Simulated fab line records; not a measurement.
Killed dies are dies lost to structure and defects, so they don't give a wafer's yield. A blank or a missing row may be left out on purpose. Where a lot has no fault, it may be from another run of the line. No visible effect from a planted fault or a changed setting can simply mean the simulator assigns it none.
fab line records -- flow nand_harc -- part 2 of 2: steps 26 to 34 of 34
record lots=5, wafers=15, last_day=33
route steps=1302 shown A_SLIT@944 A_SIN_REMOVE@947 A_WL_FILL@952 A_CONTACT@983
lots that met no fault: taken from a fault-free run of the same line
start_h: the number of hours between the record's first day and the start of the first shown wafer of the lot -- wait_h: how many hours have passed since the lot's step before this one -- " same as the row above -- L1.1+2: a single row standing in for several wafers -- - no value, or no start given -- * or withheld: withheld -- < > ~ a bound
route shown NAME@n: names a module that has steps shown in the file, with the first one's number in the route -- usual: the fault-free wafers' mean and standard deviation -- same: alike in all rows -- chamber/n: place in a boat -- sites: each site's reading -- _std_site: the values' standard deviation -- _edge_site: the outer-site mean with the inner-site mean subtracted -- radius_mm: how far each site lies from the wafer's centre -- mask NAME#n: copy n -- behind: the tool/chamber that last shaped the wafer -- hold: why the lot was held/for how many hours/how that ended -- device: transistor that didn't switch, given as n, p or np -- end of line: the tests these same wafers got at the end of their route -- step lacking rows: just its recipe -- killed: count of dies lost to structure and defects at first sort (not the wafer's yield) -- map: a wafer's dies, x killed, . not, _ none there
set.NAME: setting as actually run; set.NAME@STEP: the setting as run at that earlier step -- model.NAME: the simulator's own value behind a step, which no gauge read
a table for each step, a row for each wafer; lots at some steps of the route
services: a tool's chamber out of use, with start hour (start_h, from the record's first day; less than 0 if before it), hours out, and reason
## steps
# step NHARC_A_WL_FILL_ETCHBACK_26
# recipe target_depth_a=520, time_s=13.3, hbr_flow_sccm=150, rf_w=350, icp_w=350, bias_w=60, chemistry=HBr
# usual drypump_motor_current_A=5.8/0.47, hbr_flow_sccm=150.0/0.43, oes_product_au=1.005/0.0094, throttle_valve_pct=23.265/0.0087
lot.wafer,tool,chamber,start_h,wait_h,drypump_motor_current_A,hbr_flow_sccm,oes_product_au,rf_hours_counter_h,throttle_valve_pct
L077.4,rie_si-04,1,504.25,0.4,5.8,150.1,1.004,1.0,23.244
L077.2,rie_si-04,3,504.25,0.4,5.0,149.9,1.003,1.1,23.252
L077.6,rie_si-04,2,504.25,0.4,6.3,149.7,1.001,-,23.261
L085.3,rie_si-01,2,594.00,0.4,5.4,150.4,0.993,0.2,23.267
L085.4,rie_si-01,3,594.00,0.4,5.6,149.3,1.005,0.1,23.246
L085.5,rie_si-01,3,594.00,0.4,5.6,149.7,1.008,-,23.268
L088.1,rie_si-04,2,626.88,0.4,6.2,149.8,1.023,0.7,23.271
L088.4,rie_si-04,3,626.88,0.4,5.0,149.5,1.005,0.8,23.279
L088.6,rie_si-04,1,626.88,0.4,5.8,149.8,1.015,-,23.268
L093.4,rie_si-04,3,674.67,0.4,5.0,150.1,1.009,1.2,23.257
L093.6,rie_si-04,3,674.67,0.4,5.0,150.2,1.002,-,23.273
L093.5,rie_si-04,0,674.67,0.4,5.2,149.7,1.019,-,23.268
L095.1,rie_si-05,0,701.81,0.4,5.6,150.2,1.010,0.1,23.271
L095.2,rie_si-05,3,701.81,0.4,6.6,150.6,1.011,0.2,23.264
L095.5,rie_si-05,0,701.81,0.4,5.6,149.4,1.017,-,23.275
# step NHARC_A_WL_FILL_PRECLEAN_30
# recipe time_s=10, chemistry=dHF
lot.wafer,tool,chamber,start_h,wait_h
L077.4+2+6,wet_bench-07,"2,5,7",504.39,0.1
L085.3+4+5,wet_bench-07,"4,5,6",594.14,0.1
L088.4+6+1,wet_bench-07,"3,5,6",627.01,0.1
L093.6+4+5,wet_bench-07,"4,6,7",674.82,0.1
L095.2+1+5,wet_bench-01,"4,5,6",701.95,0.1
# step NHARC_A_WL_FILL_SRD_14
lot.wafer,tool,chamber,start_h,wait_h
L077.4+2+6,wet_bench-07,"2,5,7",504.41,0.0
L085.3+4+5,wet_bench-07,"4,5,6",594.16,0.0
L088.4+6+1,wet_bench-07,"3,5,6",627.03,0.0
L093.6+4+5,wet_bench-07,"4,6,7",674.84,0.0
L095.2+1+5,wet_bench-01,"4,5,6",701.98,0.0
# step NHARC_A_WL_FILL_ALD_19
# recipe target_thk_a=20, pulse_time_s=3, ald_cycles=100, temp_c=450, material=TiN
# usual heater_power_outer_w=704/53, heater_power_w=1071/85, precursor_pulse_height_rel=1.000/0.02
lot.wafer,tool,chamber,start_h,wait_h,heater_power_outer_w,heater_power_w,precursor_pulse_height_rel
L077.2,ald_metal-01,2,504.54,0.1,662,1041,0.994
L077.4,ald_metal-01,0,504.54,0.1,772,1108,0.991
L077.6,ald_metal-01,1,504.54,0.1,676,1050,1.038
L085.3,ald_metal-03,3,594.31,0.1,593,902,0.984
L085.4,ald_metal-03,0,594.31,0.1,727,1054,1.002
L085.5,ald_metal-03,2,594.31,0.1,718,1069,1.024
L088.1,ald_metal-01,2,627.19,0.2,703,1078,1.043
L088.4,ald_metal-01,3,627.19,0.2,755,1228,1.022
L088.6,ald_metal-01,1,627.19,0.2,682,1053,1.020
L093.4,ald_metal-03,1,674.96,0.1,729,1047,1.008
L093.6,ald_metal-03,0,674.96,0.1,733,1057,1.006
L093.5,ald_metal-03,1,674.96,0.1,732,1064,0.953
L095.2,ald_metal-01,3,702.08,0.1,774,1199,1.017
L095.1,ald_metal-01,0,702.08,0.1,755,1105,1.012
L095.5,ald_metal-01,0,702.08,0.1,761,1111,0.996
# step NHARC_A_WL_FILL_CVD_20
# recipe target_thk_a=1000, temp_c=400, pressure_torr=40, wf6_flow_sccm=40, h2_flow_sccm=1600, ar_flow_sccm=1560, time_s=74, material=W
# usual chamber_pressure_Torr=39.98/0.087, heater_power_outer_w=439/90, heater_power_w=769/130, mfc_ar_sccm=1561/5.2, throttle_valve_pct=7.73/0.24
lot.wafer,tool,chamber,start_h,wait_h,chamber_pressure_Torr,heater_power_outer_w,heater_power_w,mfc_ar_sccm,throttle_valve_pct
L077.2,cvd_w-02,0,-,-,39.91,354,672,1557,7.55
L077.4,cvd_w-02,1,-,-,40.13,424,780,1558,7.97
L077.6,cvd_w-02,0,-,-,39.93,354,664,1564,7.43
L085.4,cvd_w-01,0,-,-,40.07,584,989,1568,7.68
L085.3,cvd_w-01,1,-,-,39.99,421,682,1563,7.93
L085.5,cvd_w-01,0,-,-,40.09,594,988,1557,7.28
L088.1,cvd_w-02,1,-,-,40.00,433,804,1568,8.01
L088.4,cvd_w-02,0,-,-,39.93,342,691,1557,7.84
L088.6,cvd_w-02,1,-,-,39.99,418,792,1554,7.91
L093.4,cvd_w-01,1,-,-,40.03,412,690,1563,8.12
L093.5,cvd_w-01,0,-,-,39.83,589,1004,1560,7.65
L093.6,cvd_w-01,1,-,-,40.02,406,689,1569,8.13
L095.2,cvd_w-01,1,-,-,39.98,418,684,1558,7.91
L095.1,cvd_w-01,0,-,-,39.94,585,979,1561,7.54
L095.5,cvd_w-01,1,-,-,39.95,411,696,1558,8.04
# step NHARC_A_WL_FILL_CMP_12
# recipe t_overpolish_s=30, target_thk_nm=100
# usual motor_current_A=11.8/0.91, overpolish_run_s=30.000/0.008, time_to_endpoint_s=20.4/2.4
lot.wafer,tool,chamber,start_h,wait_h,motor_current_A,overpolish_run_s,time_to_endpoint_s
L077.4,cmp-02,1,504.92,0.1,13.0,30.013,23.6
L077.2,cmp-02,2,504.92,0.1,10.6,29.990,26.1
L077.6,cmp-02,1,504.92,0.1,12.7,29.992,24.9
L085.3,cmp-02,1,594.67,0.1,13.5,30.009,20.0
L085.4,cmp-02,2,594.67,0.1,10.9,29.994,21.9
L085.5,cmp-02,0,594.67,0.1,11.1,29.998,19.7
L088.1,cmp-03,2,627.56,0.2,11.4,30.002,20.5
L088.4,cmp-03,0,627.56,0.2,12.2,30.014,21.1
L088.6,cmp-03,3,627.56,0.2,12.0,30.012,20.0
L093.4,cmp-02,0,675.32,0.1,10.7,29.986,18.4
L093.5,cmp-02,0,675.32,0.1,10.5,30.000,17.5
L093.6,cmp-02,1,675.32,0.1,12.3,29.983,21.3
L095.1,cmp-01,3,702.46,0.1,12.7,29.999,16.6
L095.2,cmp-01,0,702.46,0.1,11.2,30.002,16.5
L095.5,cmp-01,3,702.46,0.1,13.0,29.992,19.4
# step NHARC_A_WL_FILL_SRD_31
lot.wafer,tool,chamber,start_h,wait_h
L077.6+2+4,wet_bench-01,"0,1,3",505.23,0.0
L085.5+4+3,wet_bench-09,"6,0,3",594.97,0.0
L088.1+4+6,wet_bench-07,"0,2,3",627.88,0.0
L093.4+6+5,wet_bench-09,"3,4,6",675.65,0.0
L095.2+1+5,wet_bench-09,"4,0,1",702.78,0.0
# step NHARC_A_WL_FILL_INSPECT_15
# usual raw_defect_count=476/140
lot.wafer,tool,chamber,start_h,wait_h,raw_defect_count
L077.2,defect_inspect-01,-,505.38,0.0,520
L077.4,defect_inspect-01,-,505.38,0.0,419
L077.6,defect_inspect-01,-,505.38,0.0,421
L085.3,defect_inspect-02,-,595.12,0.0,761
L085.4,defect_inspect-02,-,595.12,0.0,935
L085.5,defect_inspect-02,-,595.12,0.0,551
L088.1,defect_inspect-01,-,628.04,0.0,293
L088.4,defect_inspect-01,-,628.04,0.0,383
L088.6,defect_inspect-01,-,628.04,0.0,370
L093.4,defect_inspect-01,-,675.79,0.0,550
L093.5,defect_inspect-01,-,675.79,0.0,471
L093.6,defect_inspect-01,-,675.79,0.0,390
L095.1,defect_inspect-01,-,702.92,0.0,412
L095.2,defect_inspect-01,-,702.92,0.0,384
L095.5,defect_inspect-01,-,702.92,0.0,423
# step NHARC_A_CONTACT_DEP_24
# recipe target_thk_a=5000, temp_c=400, pressure_torr=6.5, rf_w=900, teos_flow_sccm=161.4, flow_sccm=2650, target_thk_nm=500, gas=O2, material=SiO2
# usual chamber_pressure_Torr=6.499/0.014, heater_power_outer_w=327/69, heater_power_w=609/110, throttle_valve_pct=16.2/0.53
lot.wafer,tool,chamber,start_h,wait_h,chamber_pressure_Torr,heater_power_outer_w,heater_power_w,throttle_valve_pct
L077.2,pecvd-04,0,505.51,0.1,6.500,351,666,15.9
L077.6,pecvd-04,2,505.51,0.1,6.518,312,539,15.0
L077.4,pecvd-04,0,505.51,0.1,6.506,243,511,15.8
L085.3,pecvd-01,2,595.31,0.2,6.489,307,508,16.5
L085.5,pecvd-01,0,595.31,0.2,6.531,369,677,16.1
L085.4,pecvd-01,2,595.31,0.2,6.509,308,534,16.1
L088.1,pecvd-01,2,628.17,0.1,6.495,227,395,16.4
L088.4,pecvd-01,1,628.17,0.1,6.500,343,640,17.0
L088.6,pecvd-01,0,628.17,0.1,6.491,379,697,16.4
L093.4,pecvd-04,1,676.04,0.3,6.472,235,485,16.7
L093.6,pecvd-04,2,676.04,0.3,6.486,331,574,15.3
L093.5,pecvd-04,0,676.04,0.3,6.502,378,695,15.7
L095.2,pecvd-04,0,703.05,0.1,6.514,302,607,15.9
L095.1,pecvd-04,1,703.05,0.1,6.500,217,468,16.7
L095.5,pecvd-04,2,703.05,0.1,6.504,303,540,15.5
## services
tool,chamber,start_h,hours,kind
rie_metal-03,-,460.93,1.6,repair
rie_metal-03,-,463.08,59.6,repair
ald_hk-03,-,501.33,2.7,repair
wet_h3po4-01,-,512.93,8.0,pm
wet_bench-07,-,521.20,8.0,pm
wet_bench-01,-,523.67,4.9,repair
rie_diel-01,0,523.80,4.2,repair
rie_diel-01,2,524.22,2.5,repair
ald_metal-01,-,526.00,10.0,pm
wet_bench-09,-,528.80,8.0,pm
rie_metal-02,0,529.02,4.7,repair
rie_diel-01,3,539.94,8.5,repair
cvd_w-01,-,547.00,13.0,pm
rie_diel-01,-,557.81,9.0,pm
ald_hk-03,-,576.03,10.0,pm
wet_bench-05,-,612.85,8.0,pm
ald_metal-01,0,616.62,14.8,repair
wet_bench-01,-,629.60,8.0,pm
rie_diel-01,0,630.48,12.9,repair
rie_metal-02,-,631.00,9.0,pm
ald_metal-01,2,686.14,1.7,repair
wet_h3po4-01,-,688.93,8.0,pm
wet_bench-07,-,697.20,8.0,pm
wet_h3po4-01,-,697.64,3.4,repair
